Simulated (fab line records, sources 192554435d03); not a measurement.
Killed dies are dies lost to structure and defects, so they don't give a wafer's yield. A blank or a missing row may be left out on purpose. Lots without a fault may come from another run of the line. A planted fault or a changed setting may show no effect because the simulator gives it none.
Split-lot experiment | flow n5_finfet | 7 lots, 39 wafers read, on a route of 1938 steps

THE SPLIT
At N5_HKMG_FIN_ETCH_58 (etches SOC in N2/H2, target depth 215.8 nm, time 741 s), the setting target_depth_a was moved away from the recipe's 2158 angstrom on 6 of the 39 wafers read, by -33.5% to +22.8%. The other wafers ran this setting at the recipe's value.

The file shows no step between the split and the reading.

THE READING
SOC_of_HKMG_FIN_COAT_41.thk_nm (the simulator's own value, which no gauge read), in nm, at N5_HKMG_FIN_STRIP_93 (strips SOC in N2/H2, time 20 s). The file gives no usual value for it. The 33 wafers here that ran the recipe average 74.9 nm, standard deviation 3.5 nm.

wafer  | tool, chamber at the split | target_depth_a as run, angstrom | against the recipe | SOC_of_HKMG_FIN_COAT_41.thk_nm, nm | against lot-mates on the recipe
L075.1 | rie_diel-04, 3             | 2158                            | recipe             | 80.8                               | -
L075.2 | rie_diel-04, 2             | 2158                            | recipe             | 72.2                               | -
L075.3 | rie_diel-04, 0             | 2158                            | recipe             | 75.2                               | -
L075.4 | rie_diel-04, 0             | 2158                            | recipe             | 76.6                               | -
L075.5 | rie_diel-04, 2             | 2158                            | recipe             | 76.4                               | -
L075.6 | rie_diel-04, 3             | 2158                            | recipe             | 80.4                               | -
L076.2 | rie_diel-03, 3             | 2158                            | recipe             | 74.2                               | -
L076.5 | rie_diel-03, 3             | 2158                            | recipe             | 75.4                               | -
L076.6 | rie_diel-03, 1             | 2158                            | recipe             | 71.4                               | -
L085.1 | rie_diel-04, 0             | 2158                            | recipe             | 73.8                               | -
L085.2 | rie_diel-04, 3             | 2158                            | recipe             | 80                                 | -
L085.3 | rie_diel-04, 2             | 2158                            | recipe             | 72.6                               | -
L085.4 | rie_diel-04, 1             | 2158                            | recipe             | 71                                 | -
L085.5 | rie_diel-04, 0             | 2158                            | recipe             | 76.6                               | -
L085.6 | rie_diel-04, 3             | 2158                            | recipe             | 81.6                               | -
L086.1 | rie_diel-04, 1             | 2158                            | recipe             | 71                                 | -
L086.2 | rie_diel-04, 3             | 2158                            | recipe             | 79.2                               | -
L086.3 | rie_diel-04, 0             | 2158                            | recipe             | 75                                 | -
L086.4 | rie_diel-04, 3             | 2158                            | recipe             | 78.4                               | -
L086.5 | rie_diel-04, 0             | 2158                            | recipe             | 76.2                               | -
L086.6 | rie_diel-04, 1             | 2158                            | recipe             | 71.6                               | -
L089.1 | rie_diel-03, 3             | 1436                            | -33.5%             | 145.8                              | +70.9
L089.2 | rie_diel-03, 2             | 2158                            | recipe             | 75.2                               | -
L089.6 | rie_diel-03, 2             | 2158                            | recipe             | 75.2                               | -
L089.3 | rie_diel-03, 1             | 1436                            | -33.5%             | 144.6                              | +69.7
L089.4 | rie_diel-03, 3             | 2158                            | recipe             | 74.4                               | -
L089.5 | rie_diel-03, 1             | 1436                            | -33.5%             | 145.4                              | +70.5
L090.1 | rie_diel-04, 1             | 2649                            | +22.8%             | 22.6                               | -51.1
L090.2 | rie_diel-04, 2             | 2158                            | recipe             | 66.2                               | -
L090.3 | rie_diel-04, 0             | 2158                            | recipe             | 76.8                               | -
L090.4 | rie_diel-04, 2             | 2649                            | +22.8%             | 18.4                               | -55.3
L090.5 | rie_diel-04, 1             | 2649                            | +22.8%             | 25.4                               | -48.3
L090.6 | rie_diel-04, 0             | 2158                            | recipe             | 78                                 | -
L096.1 | rie_diel-02, 1             | 2158                            | recipe             | 71.2                               | -
L096.2 | rie_diel-02, 2             | 2158                            | recipe             | 74                                 | -
L096.3 | rie_diel-02, 3             | 2158                            | recipe             | 69.6                               | -
L096.4 | rie_diel-02, 0             | 2158                            | recipe             | 76.2                               | -
L096.5 | rie_diel-02, 1             | 2158                            | recipe             | 70                                 | -
L096.6 | rie_diel-02, 0             | 2158                            | recipe             | 75.4                               | -

THE FIT
A straight line over all 39 wafers: SOC_of_HKMG_FIN_COAT_41.thk_nm changes by -2.17 nm for each +1% of target_depth_a; r = -0.99; the points scatter about the line by 3.6 nm.
The same after taking each lot's own level away (the mean of its wafers on the recipe; 39 wafers): -2.16 nm for each +1%; r = -0.99; scatter 3.2 nm.
On that fit, the largest move of target_depth_a shifts the reading by 72 nm.
The lots' own levels span 72.73 to 76.93 nm, that is 1.2 times the standard deviation above.
So the lot-to-lot level changes the slope little: the two slopes agree.
Check: with one of the wafers moved furthest among these (-33.5%) left out of the fit, the line predicts +72.1 nm for it against its lot-mates. It came out at +70.9 nm against them.

OTHER SPLITS ON THESE WAFERS
These wafers also went through other splits before the reading. Each is held against what the fit with the lots' levels taken away leaves over:
other split on the same wafers        | wafers away from the commonest value | r with SOC_of_HKMG_FIN_COAT_41.thk_nm (lot level and that fit taken away)
N5_FIN_CUT_CUT_ETCH_26 target_depth_a | 18                                   | -0.13
N5_SD_EPI_P_EPI_21 time_s             | 18                                   | +0.17

THE WHOLE CHAIN: every reading that the file lists as answering this split, in the file's order
step                 | what it does                                           | reading                                                                         | change (the file's fit)              | r (the file's)
N5_HKMG_FIN_ETCH_58  | etches SOC in N2/H2, target depth 215.8 nm, time 741 s | HKMG_FIN.feature_depth_nm (the simulator's own value, which no gauge read)      | +2.17 nm for each +1% of the setting | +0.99
N5_HKMG_FIN_ETCH_58  | etches SOC in N2/H2, target depth 215.8 nm, time 741 s | etch.depth_nm (the simulator's own value, which no gauge read)                  | +2.17 nm for each +1% of the setting | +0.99
N5_HKMG_FIN_ETCH_58  | etches SOC in N2/H2, target depth 215.8 nm, time 741 s | SOC_of_HKMG_FIN_COAT_41.thk_nm (the simulator's own value, which no gauge read) | -2.16 nm for each +1% of the setting | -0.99
N5_HKMG_FIN_STRIP_93 | strips SOC in N2/H2, time 20 s                         | SOC_of_HKMG_FIN_COAT_41.thk_nm (the simulator's own value, which no gauge read) | -2.15 nm for each +1% of the setting | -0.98

THE FILE'S OWN FIT
SOC_of_HKMG_FIN_COAT_41.thk_nm changes by -2.15 nm for each +1% of target_depth_a, r = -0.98.
